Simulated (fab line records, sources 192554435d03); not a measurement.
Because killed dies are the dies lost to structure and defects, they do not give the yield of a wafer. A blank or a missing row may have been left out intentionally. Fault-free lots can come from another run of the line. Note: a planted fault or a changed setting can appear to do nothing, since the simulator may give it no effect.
fab line records	flow n5-finfet
record lots=10	wafers=30	last-day=18
route steps=1938 shown BEOL_M4@1111 BEOL_M13@1694 BEOL_M14@1738 PASSIVATION@1936
lots with no fault: from the same line, run without faults
start-h: hours from the record's opening day to when the first of the lot's shown wafers began	wait-h: hours from the lot's prior step to this one	" identical to the entry in the row above	L1.1+2: a single row standing in for several wafers	- no value present, or no start provided	* or withheld: withheld	< > ~ a bound
route shown NAME@n: a module of which the file shows steps, and the number in the route of the first	usual: mean/standard deviation of fault-free wafers	same: alike in all rows	chamber/n: place in a boat	sites: readings site by site	_std_site: the values' standard deviation	_edge_site: the outer-site mean with the inner-site mean subtracted	radius-mm: for every site, how far away it sits from the centre of the wafer	mask NAME#n: copy n	behind: the last tool/chamber to shape the wafer	hold: cause of the lot's hold/its duration in hours/its outcome	device: the transistor (n, p or np) that didn't switch	end of line: the same wafers' tests at the end of the route	for a step that has no rows: nothing shown but its recipe	killed: not the wafer's yield, but the dies lost to structure and defects at the first sort	map: per-die view of a wafer (x killed, . not killed, _ where there is no die)
set.NAME: setting as actually run; set.NAME@STEP: the setting as run at that earlier step	model.NAME: the simulator's own value behind a step, which no gauge read
steps of the route over a sample of lots; a table a step, a row a wafer
services: from which hour (start-h, from the record's first day; less than 0 if before it) a tool's chamber was out of use, for how many hours, and why
## steps
# step N5_BEOL_M4_RC_MEAS_101
# usual DIBL_N=37.2/2.1	DIBL_P=37.3/2.3	IOFF_N=0.18/0.041	IOFF_P=0.24/0.042	ION_N=680/13	ION_P=466/7.7	SS_N=71.8/0.68	SS_P=73.5/0.66	VT_N=249/3.6	VT_P=-248/3.4
lot.wafer	tool	chamber	start-h	wait-h	DIBL_N[mV/V]	DIBL_P[mV/V]	IOFF_N[nA/um]	IOFF_P[nA/um]	ION_N[uA/um]	ION_P[uA/um]	SS_N[mV/dec]	SS_P[mV/dec]	VT_N[mV]	VT_P[mV]
L594.1	prober-01	0	185.02	0.0	34.4	34.0	0.15	0.20	677	472	70.9	73.2	249	-249
L594.2	"	0	"	"	33.4	33.2	0.13	0.17	665	455	70.7	73.0	250	-254
L594.5	"	0	"	"	35.9	36.3	0.18	0.23	684	463	71.7	73.2	245	-247
L597.1	prober-02	0	202.25	0.0	37.4	34.9	0.14	0.19	667	458	71.9	73.1	251	-251
L597.3	"	0	"	"	38.0	36.7	0.16	0.21	666	458	71.9	73.1	249	-251
L597.6	"	0	"	"	35.2	31.8	0.11	0.15	652	450	70.9	71.9	257	-256
L598.3	prober-02	0	205.13	0.3	39.4	39.2	0.25	0.30	694	472	72.9	73.9	243	-246
L598.4	"	0	"	"	35.0	33.6	0.14	0.21	656	460	71.2	72.8	252	-249
L598.6	"	0	"	"	35.1	34.5	0.15	0.23	679	471	70.9	73.0	248	-248
L604.3	prober-01	0	229.52	0.5	42.0	39.8	0.26	0.28	686	462	72.7	74.2	242	-247
L604.4	"	0	"	"	39.3	37.0	0.19	0.23	676	457	72.1	74.4	249	-248
L604.5	"	0	"	"	40.1	38.6	0.23	0.26	709	480	72.5	74.3	243	-243
L606.1	prober-02	0	254.97	0.0	40.0	39.4	0.23	0.28	675	465	73.4	73.5	246	-245
L606.2	"	0	"	"	37.1	37.3	0.16	0.25	670	464	72.4	72.5	252	-247
L606.3	"	0	"	"	36.7	37.1	0.18	0.24	676	463	72.5	73.6	247	-246
L608.1	prober-02	0	261.09	0.0	38.8	39.7	0.18	0.22	674	452	71.9	74.1	250	-254
L608.2	"	0	"	"	36.3	36.9	0.14	0.18	662	447	71.5	73.4	252	-256
L608.3	"	0	"	"	38.8	39.1	0.19	0.21	680	457	72.1	73.1	248	-252
L605.3	prober-01	0	262.26	0.5	42.6	43.0	0.30	0.35	715	480	72.6	74.8	241	-246
L605.4	"	0	"	"	39.3	38.8	0.20	0.26	678	464	72.6	73.9	249	-251
L605.6	"	0	"	"	40.7	41.2	0.24	0.31	700	470	72.9	74.8	244	-248
L607.1	prober-01	0	268.92	0.0	37.5	36.8	0.17	0.22	677	468	71.5	73.2	249	-246
L607.4	"	0	"	"	39.4	39.0	0.21	0.24	681	469	72.1	74.9	248	-247
L607.6	"	0	"	"	38.5	37.9	0.18	0.23	678	466	72.5	73.8	247	-247
L609.3	prober-02	0	271.24	0.3	34.8	34.9	0.13	0.19	678	467	71.0	72.9	255	-248
L609.4	"	0	"	"	36.9	38.3	0.16	0.25	687	475	71.2	73.7	251	-245
L609.6	"	0	"	"	35.8	37.3	0.15	0.23	685	470	71.2	72.9	252	-249
L611.4	prober-01	0	316.76	0.5	36.4	38.7	0.18	0.25	686	472	72.6	73.6	246	-246
L611.5	"	0	"	"	36.9	39.7	0.18	0.26	690	480	72.1	73.6	247	-245
L611.6	"	0	"	"	35.1	37.1	0.15	0.23	674	469	72.0	73.0	250	-249
# step N5_BEOL_M13_ETCH_68
# recipe chemistry=N2/H2	target=SOC	mask-material=SiARC	source-w=3000	bias-w=350	temp-c=40	time-s=355	ion-energy-ev=200	pressure-mtorr=30	n2-flow-sccm=200	h2-flow-sccm=200
# usual drypump-motor-current-A=5.9/0.5	oes-product-au=0.80/0.071	rf-vpp-V=524.0/2.3	showerhead-plenum-p-Torr=2.55/0.081	throttle-valve-pct=17.62/0.29
lot.wafer	tool	chamber	start-h	wait-h	drypump-motor-current-A	oes-product-au	rf-hours-counter-h	rf-vpp-V	showerhead-plenum-p-Torr	throttle-valve-pct
L594.1	rie-diel-01	3	259.51	0.1	5.3	0.89	21	522.8	2.47	17.16
L594.2	"	2	"	"	5.7	0.82	67	526.1	2.60	17.76
L594.5	"	1	"	"	5.8	0.86	-	527.2	2.69	17.29
L597.1	rie-diel-03	0	271.56	0.1	4.9	0.75	168	525.4	2.53	17.56
L597.3	"	3	"	"	6.6	0.85	52	525.5	2.58	17.50
L597.6	"	1	"	"	6.0	0.70	-	525.0	2.62	18.25
L598.3	rie-diel-02	3	272.44	0.1	6.2	0.67	243	518.2	2.41	18.07
L598.4	"	1	"	"	5.2	0.69	239	518.9	2.40	18.15
L598.6	"	3	"	"	6.2	0.67	-	519.6	2.41	18.08
L604.3	rie-diel-01	1	313.41	0.1	5.8	0.84	77	528.0	2.68	17.34
L604.4	"	0	"	"	6.5	0.78	146	523.8	2.54	17.61
L604.5	"	3	"	"	5.4	0.86	-	523.2	2.47	17.19
L606.1	rie-diel-01	0	327.49	0.1	6.5	0.77	150	523.3	2.54	17.63
L606.2	"	1	"	"	5.8	0.84	80	526.6	2.68	17.34
L606.3	"	3	"	"	5.4	0.86	43	522.1	2.47	17.19
L608.1	rie-diel-01	3	341.15	0.1	5.4	0.86	47	523.1	2.46	17.19
L608.2	"	1	"	"	5.8	0.84	84	526.8	2.68	17.34
L608.3	"	0	"	"	6.5	0.77	155	522.8	2.54	17.63
L607.1	rie-diel-01	0	341.70	0.1	6.5	0.77	155	524.6	2.54	17.63
L607.4	"	2	"	"	5.7	0.79	83	524.8	2.59	17.77
L607.6	"	2	"	"	5.7	0.80	-	524.7	2.59	17.79
L605.3	rie-diel-02	2	342.42	0.1	6.4	0.87	50	521.7	2.47	17.77
L605.4	"	0	"	"	5.6	0.85	-	522.3	2.47	17.57
L605.6	"	2	"	"	6.4	0.87	-	520.0	2.47	17.78
L609.3	rie-diel-03	0	354.87	0.1	4.9	0.74	191	522.9	2.52	17.57
L609.4	"	2	"	"	5.8	0.70	197	522.9	2.53	17.75
L609.6	"	0	"	"	4.9	0.73	-	523.2	2.52	17.57
L611.4	rie-diel-03	0	383.71	0.1	4.9	0.73	199	523.7	2.52	17.60
L611.5	"	2	"	"	5.8	0.68	-	522.9	2.53	17.75
L611.6	"	3	"	"	6.6	0.80	-	526.6	2.57	17.54
# step N5_BEOL_M14_COAT_66
# recipe resist=SiARC	temp-c=220	time-s=60	spin-rpm=1500	resist-thk-nm=110
# usual spin-speed-rpm=1500.1/0.93
lot.wafer	tool	chamber	start-h	wait-h	spin-speed-rpm
L594.1	litho-track-03	0	262.86	-	1500.1
L594.2	"	0	"	"	1500.7
L594.5	"	0	"	"	1500.2
L598.3	litho-track-02	0	292.81	-	1501.1
L598.4	"	0	"	"	1499.9
L598.6	"	0	"	"	1499.9
L597.1	litho-track-02	0	293.83	-	1501.1
L597.3	"	0	"	"	1499.8
L597.6	"	0	"	"	1499.6
L604.3	litho-track-03	0	317.97	-	1501.1
L604.4	"	0	"	"	1500.3
L604.5	"	0	"	"	1500.0
L606.1	litho-track-03	0	332.13	-	1300.0
L606.2	"	0	"	"	1299.0
L606.3	"	0	"	"	1297.8
L608.1	litho-track-02	0	345.10	-	1501.3
L608.2	"	0	"	"	1500.5
L608.3	"	0	"	"	1499.3
L607.1	litho-track-03	0	346.43	-	1298.8
L607.4	"	0	"	"	1298.7
L607.6	"	0	"	"	1299.1
L605.3	litho-track-03	0	347.05	-	1299.6
L605.4	"	0	"	"	1299.8
L605.6	"	0	"	"	1299.5
L609.3	litho-track-02	0	359.95	-	1500.5
L609.4	"	0	"	"	1499.4
L609.6	"	0	"	"	1499.0
L611.4	litho-track-05	0	392.97	-	1500.0
L611.5	"	0	"	"	1501.9
L611.6	"	0	"	"	1500.0
# step N5_BEOL_M14_CD_MEAS_28
# recipe target-cd-nm=284.4	landing-energy-ev=500	detector=se-inlens
# usual cd-nm=284.5/1.9
lot.wafer	tool	chamber	start-h	wait-h	cd-nm
L594.1	cd-sem-03	0	264.25	-	285.5
L594.2	"	0	"	"	285.1
L594.5	"	0	"	"	283.2
L598.3	cd-sem-02	0	293.23	-	288.5
L598.4	"	0	"	"	287.8
L598.6	"	0	"	"	286.8
L597.1	cd-sem-02	0	294.24	-	286.7
L597.3	"	0	"	"	287.1
L597.6	"	0	"	"	285.8
L604.3	cd-sem-01	0	318.39	-	284.8
L604.4	"	0	"	"	286.2
L604.5	"	0	"	"	284.3
L606.1	cd-sem-01	0	332.54	-	284.7
L606.2	"	0	"	"	284.0
L606.3	"	0	"	"	285.5
L608.1	cd-sem-03	0	345.39	-	282.5
L608.2	"	0	"	"	284.3
L608.3	"	0	"	"	283.1
L607.1	cd-sem-02	0	346.84	-	284.0
L607.4	"	0	"	"	285.5
L607.6	"	0	"	"	285.7
L605.3	cd-sem-03	0	347.46	-	286.8
L605.4	"	0	"	"	284.9
L605.6	"	0	"	"	283.3
L609.3	cd-sem-01	0	360.24	-	281.7
L609.4	"	0	"	"	285.4
L609.6	"	0	"	"	284.2
L611.4	cd-sem-01	0	393.38	-	284.9
L611.5	"	0	"	"	285.6
L611.6	"	0	"	"	283.5
# step N5_BEOL_M14_ETCH_67
# recipe chemistry=CF4	target=SiARC	target-depth-a=1430	time-s=238.3	ion-energy-ev=80	pressure-mtorr=40	source-w=545	bias-w=36	Ar_flow_sccm=100	cf4-flow-sccm=100	ends=cleared
# usual drypump-motor-current-A=5.6/0.46	etch-rf-on-time-s=235/5.7	oes-product-au=0.69/0.07	rf-vpp-V=184.1/1.3	showerhead-plenum-p-Torr=2.15/0.078	throttle-valve-pct=15.58/0.26
lot.wafer	tool	chamber	start-h	wait-h	drypump-motor-current-A	etch-rf-on-time-s	oes-product-au	rf-hours-counter-h	rf-vpp-V	showerhead-plenum-p-Torr	throttle-valve-pct
L594.1	rie-diel-05	3	264.99	0.0	5.5	231	0.83	2	183.7	2.19	15.52
L594.2	"	1	"	"	5.2	231	0.77	31	185.6	2.18	15.60
L594.5	"	3	"	"	5.5	229	0.83	-	182.8	2.18	15.53
L598.3	rie-diel-04	3	293.35	0.0	5.8	229	0.64	196	182.7	2.05	15.93
L598.4	"	0	"	"	4.7	238	0.67	119	184.3	2.15	15.46
L598.6	"	0	"	"	4.8	239	0.67	-	183.4	2.15	15.45
L597.1	rie-diel-04	0	294.36	0.0	4.8	241	0.66	119	183.5	2.15	15.43
L597.3	"	2	"	"	5.8	229	0.67	123	185.6	2.15	15.73
L597.6	"	2	"	"	5.8	230	0.67	-	184.7	2.15	15.70
L604.3	rie-diel-06	2	318.51	0.0	4.9	230	0.79	30	184.2	2.10	15.03
L604.4	"	0	"	"	5.9	227	0.72	78	185.8	2.27	15.73
L604.5	"	1	"	"	5.8	240	0.63	-	184.7	2.05	15.79
L606.1	rie-diel-06	1	332.75	0.0	5.8	260	0.62	194	182.1	2.05	15.80
L606.2	"	3	"	"	6.0	251	0.63	176	184.2	2.22	15.78
L606.3	"	2	"	"	5.0	249	0.79	35	182.1	2.10	15.01
L608.1	rie-diel-04	1	345.51	0.0	5.9	240	0.59	233	184.7	2.19	15.50
L608.2	"	3	"	"	5.7	231	0.62	217	183.5	2.04	15.93
L608.3	"	2	"	"	5.8	228	0.66	142	183.4	2.14	15.75
L607.1	rie-diel-06	2	346.97	0.0	5.0	249	0.78	41	185.0	2.09	15.04
L607.4	"	1	"	"	5.8	263	0.61	199	182.3	2.05	15.79
L607.6	"	3	"	"	6.0	250	0.63	-	185.2	2.21	15.81
L605.3	rie-diel-06	0	347.61	0.0	5.8	246	0.72	88	185.2	2.26	15.76
L605.4	"	3	"	"	6.0	250	0.63	182	184.7	2.21	15.79
L605.6	"	1	"	"	5.8	261	0.61	-	183.7	2.05	15.81
L609.3	rie-diel-05	1	360.36	0.0	5.1	236	0.73	61	184.7	2.17	15.66
L609.4	"	2	"	"	5.2	230	0.74	67	185.9	2.25	15.32
L609.6	"	0	"	"	6.4	249	0.58	-	183.3	2.03	15.71
L611.4	rie-diel-06	0	393.74	0.1	5.8	229	0.71	-	185.5	2.26	15.77
L611.5	"	1	"	"	5.8	245	0.60	-	180.8	2.05	15.84
L611.6	"	2	"	"	4.9	233	0.76	-	181.2	2.09	15.07
# step N5_PASSIVATION_PROBE_49
# usual defect-limited-yield=91.0/1.6	killed_at_M0_to_M3=35/11	killed_at_M4_up=14/5.3	killed-at-contacts=13/6.7	killed-at-front-end=41/12	killed-at-other=3.9/2.7	killed-dies=106/19	killed-on-rim=14/4	killed-open=70/14	killed-short=35/8.8	sort_bin_4_leakage=0.01/0.058	sort_bin_5_function=5.3/1	sort_bin_6_memory=3.3/0.81	sort-n-pass=1073/19	sort-yield-pct=91.0/1.6
# same gross-dies=1180	killed-at-back-side=0	sort_bin_8_speed[%]=0
lot.wafer	tool	chamber	start-h	wait-h	defect-limited-yield[%]	killed_at_M0_to_M3	killed_at_M4_up	killed-at-contacts	killed-at-front-end	killed-at-other	killed-dies	killed-on-rim	killed-open	killed-short	sort_bin_4_leakage[%]	sort_bin_5_function[%]	sort_bin_6_memory[%]	sort-n-pass	sort-yield-pct[%]
L606.1	prober-02	-	358.37	0.0	56.0	28	425	13	45	8	519	66	69	44	0	27.4	14.2	661	56.0
L606.2	prober-02	-	358.42	0.1	58.7	46	392	15	29	5	487	63	70	43	0	25.3	13.6	693	58.7
L606.3	prober-02	-	358.47	0.1	55.1	34	435	14	45	2	530	64	70	32	0	27.3	15.2	650	55.1
L607.1	prober-02	-	370.64	0.0	59.3	25	417	3	32	3	480	62	34	31	0	26.0	12.3	700	59.3
L607.4	prober-02	-	370.79	0.2	59.1	32	401	16	30	4	483	54	71	24	0	26.2	12.9	697	59.1
L607.6	prober-02	-	370.89	0.3	59.0	30	397	5	44	8	484	65	66	29	0	26.3	12.8	696	59.0
L605.3	prober-01	-	373.62	0.1	59.7	20	416	2	31	6	475	65	39	29	0.59	24.8	13.1	698	59.2
L605.4	prober-01	-	373.67	0.2	59.9	20	409	4	37	3	473	71	46	27	0	25.2	12.5	707	59.9
L605.6	prober-01	-	373.77	0.3	56.8	27	433	8	35	7	510	64	57	34	0	26.4	14.3	670	56.8
# killed by level:class
L606.1 BEOL_M11:unspecified=406 STI_FIN_REVEAL:geometric-particle:open=14 BEOL_M4:geometric-particle:open=11 MOL_CONTACT_COAG:geometric-particle:open=10 BEOL_M0_SAQP:geometric-particle:short=9 FIN_SAQP:geometric-particle:open=8 BEOL_M0_SAQP:geometric-particle:open=7 GATE_CUT:geometric-particle:short=6
L606.2 BEOL_M11:unspecified=373 MOL_CONTACT_COAG:geometric-particle:open=13 BEOL_M0_SAQP:geometric-particle:short=13 BEOL_M0_SAQP:geometric-particle:open=11 BEOL_M4:geometric-particle:open=10 FIN_SAQP:geometric-particle:open=9 BEOL_M0:geometric-particle:open=9 BEOL_M4:geometric-particle:short=6
L606.3 BEOL_M11:unspecified=428 FIN_SAQP:geometric-particle:open=15 BEOL_M0_SAQP:geometric-particle:short=12 MOL_CONTACT_COAG:geometric-particle:open=11 FIN_SAQP:geometric-particle:short=8 STI_FIN_REVEAL:geometric-particle:open=8 BEOL_M3:geometric-particle:open=8 BEOL_M4:geometric-particle:open=6
L607.1 BEOL_M11:unspecified=412 BEOL_M0_SAQP:geometric-particle:short=8 FIN_SAQP:geometric-particle:short=6 STI_FIN_REVEAL:geometric-particle:open=6 BEOL_M0_SAQP:geometric-particle:open=5 BEOL_M2:geometric-particle:open=5 STI_FIN_REVEAL:geometric-particle:short=4 BEOL_M3:geometric-particle:open=3
L607.4 BEOL_M11:unspecified=387 MOL_CONTACT_COAG:geometric-particle:open=13 BEOL_M2:geometric-particle:open=10 STI_FIN_REVEAL:geometric-particle:open=9 BEOL_M4:geometric-particle:open=7 FIN_SAQP:geometric-particle:short=6 FIN_SAQP:geometric-particle:open=6 BEOL_M1:geometric-particle:open=6
L607.6 BEOL_M11:unspecified=387 FIN_SAQP:geometric-particle:open=17 BEOL_M0_SAQP:geometric-particle:open=13 STI_FIN_REVEAL:geometric-particle:open=13 BEOL_M0_SAQP:geometric-particle:short=8 MOL_CONTACT_COAG:geometric-particle:open=4 BEOL_M4:geometric-particle:open=4 MIM_BOT:geometric-particle:short=4
L605.3 BEOL_M11:unspecified=407 BEOL_M2:geometric-particle:open=6 GATE_CUT:geometric-particle:short=5 BEOL_M4:geometric-particle:open=5 FIN_SAQP:geometric-particle:open=4 STI_FIN_REVEAL:geometric-particle:open=4 DUMMY_GATE:geometric-particle:open=4 BEOL_M3:geometric-particle:open=4
L605.4 BEOL_M11:unspecified=400 BEOL_M2:geometric-particle:open=8 GATE_CUT:geometric-particle:short=7 FIN_SAQP:geometric-particle:short=5 BEOL_M1:geometric-particle:open=5 BEOL_M4:geometric-particle:open=5 STI_FIN_REVEAL:geometric-particle:open=4 DUMMY_GATE:geometric-particle:open=4
L605.6 BEOL_M11:unspecified=419 FIN_SAQP:geometric-particle:open=12 FIN_SAQP:geometric-particle:short=10 BEOL_M4:geometric-particle:open=8 BEOL_M1:geometric-particle:open=7 MOL_CONTACT_COAG:geometric-particle:open=6 BEOL_M2:geometric-particle:open=6 BEOL_M3:geometric-particle:open=4
## services
tool	chamber	start-h	hours	kind
rie-diel-05	3	240.19	-	clean
rie-diel-05	3	240.19	-	consumable-replace:focus-ring
rie-diel-05	3	240.19	20.8	scheduled-down
rie-diel-05	3	240.19	20.8	vent-cycle
rie-diel-04	-	246.59	4.3	pm
rie-diel-04	3	270.27	1.4	repair
rie-diel-01	-	271.77	2.8	pm
rie-diel-02	0	275.91	6.9	repair
rie-diel-05	1	276.52	6.8	repair
rie-diel-01	2	285.53	14.8	repair
rie-diel-02	3	302.17	-	clean
rie-diel-02	3	302.17	-	consumable-replace:focus-ring
rie-diel-02	3	302.17	-	consumable-replace:showerhead
rie-diel-02	3	302.17	17.7	scheduled-down
rie-diel-02	3	302.17	17.7	vent-cycle
rie-diel-05	2	314.84	9.9	repair
rie-diel-02	1	320.25	-	clean
rie-diel-02	1	320.25	-	consumable-replace:esc
rie-diel-02	1	320.25	-	consumable-replace:focus-ring
rie-diel-02	1	320.25	-	consumable-replace:showerhead
rie-diel-04	-	349.59	0.2	repair
rie-diel-04	1	363.68	6.5	repair
rie-diel-05	3	386.33	11.0	repair
rie-diel-06	3	389.38	10.4	repair
## key
first-sign step=N5_BEOL_M14_COAT_66	reading=spin-speed-rpm	direction=down	sigmas=99+	usual=*	struck=*
effect step=N5_BEOL_M14_ETCH_67	reading=etch-rf-on-time-s	direction=up	sigmas=3.2	usual=*	struck=*
effect step=N5_PASSIVATION_PROBE_49	reading=killed_at_M4_up	direction=up	sigmas=76	usual=14	struck=414
met-at N5_BEOL_M14_COAT_66
struck-lots L605,L606,L607
not-acting-at N5_BEOL_M13_ETCH_68,N5_BEOL_M14_CD_MEAS_28
onset-between 317.97 332.13
earlier-fault kind=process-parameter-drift	tool=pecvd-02	chamber=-	onset-h=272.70	steps=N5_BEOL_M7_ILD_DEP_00	channel=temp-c	offset=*	shape=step	acts-in=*	stated=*
earlier-fault kind=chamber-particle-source	tool=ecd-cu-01	chamber=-	onset-h=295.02	steps=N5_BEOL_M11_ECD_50	rate-per-visit-cm2=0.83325
fault kind=process-parameter-drift	tool=litho-track-03	chamber=-	onset-h=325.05	steps=N5_BEOL_M14_COAT_66	channel=spin-rpm	offset=*	shape=step	acts-in=*	stated=*
